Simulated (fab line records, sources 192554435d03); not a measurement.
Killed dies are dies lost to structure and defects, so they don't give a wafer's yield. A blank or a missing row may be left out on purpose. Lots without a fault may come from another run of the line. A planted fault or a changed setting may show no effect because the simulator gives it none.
A struck lot beside a sound one | flow n5_finfet | 14 steps out of a route of 1938
Sound: wafers L106.1, L106.2, L106.5. Struck: wafers L105.1, L105.2, L105.3. The cause comes at the end.
At each step with rows: each side's tool, then ch and its chambers, then its first start. Under that, the readings that differ: sound wafers | struck wafers | difference of the means | sigmas: that difference in standard deviations of wafers without a fault.
alike: readings whose means differ by less than 2 such deviations, and words and numbers that are the same on both sides. not compared: withheld readings, readings that some wafer has no value for, bounds like >300 that may hide the same value, and numbers for which the record gives no deviation and whose values overlap.
The two part at a step that has a row with sigmas, a row that says differs or no value, or rows on one side only. Numbers that don't overlap but have no deviation are shown without sigmas and don't part them. A reading that every wafer of one side lacks parts them only if that side has two wafers or more.

first, 7 steps without rows for these wafers: N5_MIM_TOP_LITHO_COAT_02; N5_MIM_TOP_LITHO_EBR_04; N5_MIM_TOP_LITHO_SOFTBAKE_03 (time 90 s); N5_MIM_TOP_LITHO_EXPOSE_05 (exposes mask MIM TOP, target cd 2000 nm); N5_MIM_TOP_LITHO_PEB_06; N5_MIM_TOP_LITHO_DEVELOP_07 (develop time 60 s); N5_MIM_TOP_LITHO_HARDBAKE_09 (time 120 s).
N5_MIM_TOP_LITHO_CD_MEAS_08: target cd 2000 nm.
  sound on cd_sem-02 ch 0, day 15 08:11; struck on cd_sem-01 ch 0, day 14 20:24
  reading    | sound                | struck               | difference | sigmas
  cd_nm (nm) | 2005.5 2006.4 2004.6 | 1999.2 2000.6 2001.2 | -5.2       | -3
N5_MIM_TOP_LITHO_OVL_MEAS_11:
  sound on overlay-02 ch 0, day 15 08:13; struck on overlay-02 ch 0, day 14 20:26
  alike: MIM_TOP_OVL
N5_MIM_TOP_LITHO_INSPECT_12: inspects for defects (macro).
  sound on defect_inspect-02, day 15 08:14; struck on defect_inspect-01, day 14 20:28
  alike: raw_defect_count
N5_MIM_TOP_LITHO_DESCUM_10: chemistry O2, time 7.9 s.
  sound on rie_diel-02 ch 0,3, day 15 08:18; struck on rie_diel-01 ch 0,2,3, day 14 20:29
  alike: drypump_motor_current_A, oes_product_au, rf_vpp_V, showerhead_plenum_p_Torr, throttle_valve_pct
  not compared: rf_hours_counter_h
N5_MIM_TOP_ETCH_ETCH_00: etches TiN in Cl2/BCl3, target depth 38.5 nm.
  sound on rie_metal-02 ch 0,1, day 15 08:23; struck on rie_metal-01 ch 0,1, day 14 20:35
  reading               | sound          | struck         | difference | sigmas
  oes_product_au (a.u.) | 0.86 0.93 0.92 | 0.75 0.73 0.75 | -0.16      | -3
  alike: drypump_motor_current_A, throttle_valve_pct
  not compared: rf_hours_counter_h
N5_MIM_TOP_ETCH_STRIP_01: strips in O2.
  sound on rie_diel-05 ch 0,3, day 15 08:32; struck on rie_diel-03 ch 0,1,3, day 14 20:49
  reading    | sound             | struck            | difference | sigmas
  temp_c (C) | 59.93 59.90 59.91 | 64.49 64.20 64.38 | +4.44      | +37
  alike: drypump_motor_current_A, oes_product_au, rf_vpp_V, showerhead_plenum_p_Torr, throttle_valve_pct
  not compared: rf_hours_counter_h
N5_MIM_TOP_ETCH_PECVD_03: deposits SiNx from SiH4/NH3/N2, target thk 20 nm, time 17.6 s.
  sound on pecvd-04 ch 1,2, day 15 08:35; struck on pecvd-03 ch 0,1,2, day 14 20:53
  alike: chamber_pressure_Torr, heater_power_w, showerhead_plenum_p_Torr, throttle_valve_pct

WHERE THEY PART
First at N5_MIM_TOP_LITHO_CD_MEAS_08; last, within this record, at N5_MIM_TOP_ETCH_STRIP_01. Later steps at which nothing parts them and some readings are alike: N5_MIM_TOP_ETCH_PECVD_03.

WHY: what the simulator had put in
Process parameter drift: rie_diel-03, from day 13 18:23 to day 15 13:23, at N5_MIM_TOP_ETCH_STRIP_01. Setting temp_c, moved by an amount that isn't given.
